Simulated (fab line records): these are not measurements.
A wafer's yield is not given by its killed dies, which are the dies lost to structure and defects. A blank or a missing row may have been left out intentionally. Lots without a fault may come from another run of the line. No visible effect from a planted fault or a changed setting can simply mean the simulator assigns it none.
Matching of chambers || flow n5_finfet || cvd_co-01 running N5_BEOL_M4_CO_CAP_55: 3 sister chambers
The step material Co, precursor CCTBA/H2, target thk 2 nm, time 102.1 s. 6 wafers are shown with their chamber, then 12 later ones without.

## WAFERS PAIRED WITH THEIR CHAMBERS
{"wafer": "L087.2", "chamber": 0, "heater_power_w (W)": 227}
{"wafer": "L088.1", "chamber": 2, "heater_power_w (W)": 188}
{"wafer": "L088.2", "chamber": 0, "heater_power_w (W)": 236}
{"wafer": "L086.1", "chamber": 1, "heater_power_w (W)": 228}
{"wafer": "L086.3", "chamber": 2, "heater_power_w (W)": 192}
{"wafer": "L086.4", "chamber": 1, "heater_power_w (W)": 236}

## WAFERS WHOSE CHAMBER IS MISSING
{"wafer": "L089.1", "heater_power_w (W)": 235}
{"wafer": "L089.3", "heater_power_w (W)": 188}
{"wafer": "L089.5", "heater_power_w (W)": 227}
{"wafer": "L092.1", "heater_power_w (W)": 232}
{"wafer": "L092.2", "heater_power_w (W)": 232}
{"wafer": "L092.6", "heater_power_w (W)": 190}
{"wafer": "L096.1", "heater_power_w (W)": 237}
{"wafer": "L096.2", "heater_power_w (W)": 194}
{"wafer": "L096.5", "heater_power_w (W)": 231}
{"wafer": "L095.2", "heater_power_w (W)": 235}
{"wafer": "L095.3", "heater_power_w (W)": 191}
{"wafer": "L095.5", "heater_power_w (W)": 235}

## WHICH CHAMBER EACH ONE RAN IN
{"wafer": "L089.1", "from the rows above": "can't be placed: 1 or 0", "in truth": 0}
{"wafer": "L089.3", "from the rows above": 2, "in truth": 2}
{"wafer": "L089.5", "from the rows above": "can't be placed: 0 or 1", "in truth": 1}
{"wafer": "L092.1", "from the rows above": "can't be placed: 1 or 0", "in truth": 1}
{"wafer": "L092.2", "from the rows above": "can't be placed: 1 or 0", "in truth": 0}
{"wafer": "L092.6", "from the rows above": 2, "in truth": 2}
{"wafer": "L096.1", "from the rows above": "can't be placed: 1 or 0", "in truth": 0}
{"wafer": "L096.2", "from the rows above": 2, "in truth": 2}
{"wafer": "L096.5", "from the rows above": "can't be placed: 0 or 1", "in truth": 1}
{"wafer": "L095.2", "from the rows above": "can't be placed: 1 or 0", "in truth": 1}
{"wafer": "L095.3", "from the rows above": 2, "in truth": 2}
{"wafer": "L095.5", "from the rows above": "can't be placed: 1 or 0", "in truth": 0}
Placed correctly: 4 of 12. These rows do not allow placing 8 (true chamber among the candidates in 8). Placed wrongly: 0.
How it was worked out, from the rows above alone: a wafer's distance from a chamber is the root of the sum, over the readings, of the square of ((its reading less the chamber's mean) divided by the reading's scatter). If the next closest chamber is less than 2 further off than the closest, the wafer can't be placed; otherwise it belongs to the closest. A chamber's mean is the mean of its shown wafers. How the scatter is found: for the shown wafers, subtract from each reading the mean of its chamber, square and add these, divide the total by (wafers less chambers), then take the root.
